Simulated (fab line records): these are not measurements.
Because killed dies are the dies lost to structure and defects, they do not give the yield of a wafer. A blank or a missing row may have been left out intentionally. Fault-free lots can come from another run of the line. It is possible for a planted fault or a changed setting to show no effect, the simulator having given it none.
Struck lot and sound lot, side by side ; flow nand-harc ; 22 out of 1302 route steps
Sound: the wafers L271.3, L271.4, L271.6. Struck: wafers L268.4, L268.6 (left out: L268.2, a lot-mate that was not struck); the cause follows at the end.
For every step that has rows: the tool of each side, followed by ch and its chambers, followed by its first start. Under that, the readings that differ: sound wafers ; struck wafers ; difference of the means ; sigmas: that difference in standard deviations of wafers without a fault.
alike: readings with means less than 2 such deviations apart, plus words and numbers identical on both sides. not compared: withheld readings, readings lacking a value on some wafer, bounds such as >300 that could conceal the same value, and numbers that have no deviation in the record and whose values overlap.
A row with sigmas, a row that says differs or no value, or rows on one side alone: a step with any of these is where the two part. When numbers do not overlap yet have no deviation, they are printed without sigmas and do not part them. A reading that every wafer of one side lacks parts them only if that side has two wafers or more.

first, 11 steps without rows for these wafers: NHARC_A_CHANNEL_HOLE_D2_DESCUM_15 (chemistry O2, time 3 s); NHARC_A_CHANNEL_HOLE_D2_ETCH_38 (etches the open film in CF4, target depth 39 nm, time 65 s); NHARC_A_CHANNEL_HOLE_D2_ETCH_39 (etches the open film in N2/H2, target depth 260 nm, time 325 s); NHARC_A_CHANNEL_HOLE_D2_ETCH_34 (etches the open film in CF4/CHF3, target depth 154 nm, time 77 s); NHARC_A_CHANNEL_HOLE_D2_ETCH_16 (etches the open film in O2/COS, target depth 3100 nm, time 806 s); NHARC_A_CHANNEL_HOLE_D2_ETCH_19 (etches the open film in C4F8/O2/Ar, time 34.5 s); NHARC_A_CHANNEL_HOLE_D2_ETCH_20 (etches the open film in C4F8/O2/Ar, time 361.9 s, target depth 1600 nm); NHARC_A_CHANNEL_HOLE_D2_ETCH_21 (etches the open film in C4F8/O2/Ar, time 514.3 s, target depth 1600 nm); NHARC_A_CHANNEL_HOLE_D2_ETCH_22 (etches the open film in C4F8/O2/Ar, time 666.7 s, target depth 1600 nm); NHARC_A_CHANNEL_HOLE_D2_ETCH_23 (etches the open film in C4F8/O2/Ar, time 819 s, target depth 1600 nm); NHARC_A_CHANNEL_HOLE_D2_ETCH_24 (etches the open film in C4F8/O2/Ar, time 906.2 s, target depth 1500 nm).
NHARC_A_CHANNEL_HOLE_D2_ETCH_25: etches the open film in C4F8/O2/Ar, time 1040.2 s, target depth 1500 nm.
  sound on har-etch-02 ch 0,1, day 20 20:44; struck on har-etch-01 ch 1, day 20 02:51
reading;sound;struck;difference;sigmas
showerhead-plenum-p-Torr (Torr);3.90 3.90 3.90;3.59 3.59;-0.31;-2
  alike: chamber-pressure-mTorr, drypump-motor-current-A, throttle-valve-pct
  not compared: rf-hours-counter-h
then, 5 steps without rows for these wafers: NHARC_A_CHANNEL_HOLE_D2_ETCH_26 (etches the open film in C4F8/O2/Ar, time 224.1 s, target depth 300 nm); NHARC_A_CHANNEL_HOLE_D2_ETCH_27 (etches the open film in C4F8/O2/Ar, time 90 s, target depth 400 nm); NHARC_A_CHANNEL_HOLE_D2_STRIP_41 (strips in N2/H2); NHARC_A_CHANNEL_HOLE_D2_STRIP_42 (strips in CF4/CHF3); NHARC_A_CHANNEL_HOLE_D2_STRIP_43 (strips in O2/COS).
NHARC_A_CHANNEL_HOLE_D2_ETCH_44: etches the open film in CF4/O2, target depth 140 nm, overetch 14 nm, time 77 s.
  sound on rie-diel-05 ch 1,2,3, day 20 22:17; struck on rie-diel-05 ch 0, day 20 04:41
  alike: chamber-pressure-mTorr, drypump-motor-current-A, oes_ar_750_au, oes-product-au, rf-vpp-V, showerhead-plenum-p-Torr, throttle-valve-pct
  not compared: rf-hours-counter-h, model.A_CHANNEL_HOLE_D2.cd-nm
then, 3 steps without rows for these wafers: NHARC_A_CHANNEL_HOLE_D2_STRIP_28 (strips in O2); NHARC_A_CHANNEL_HOLE_D2_PRECLEAN_29 (cleans in SC1); NHARC_A_CHANNEL_HOLE_D2_SRD_30.
NHARC_A_CHANNEL_HOLE_D2_XSEM_32:
  sound on xsem-02 ch 0, day 20 23:10; struck on xsem-01 ch 0
reading;sound;struck;difference;sigmas
bow-nm (nm);8.46 8.41 8.42;- -;no value on the struck wafers;
  alike: bot-cd-nm, tilt-deg

## WHERE THEY PART
At NHARC_A_CHANNEL_HOLE_D2_ETCH_25 first; at NHARC_A_CHANNEL_HOLE_D2_XSEM_32 last (within this record only).

WHY: what had been put in by the simulator
har-etch-01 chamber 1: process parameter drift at NHARC_A_CHANNEL_HOLE_D2_ETCH_25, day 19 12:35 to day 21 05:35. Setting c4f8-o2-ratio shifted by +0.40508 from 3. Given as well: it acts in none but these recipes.
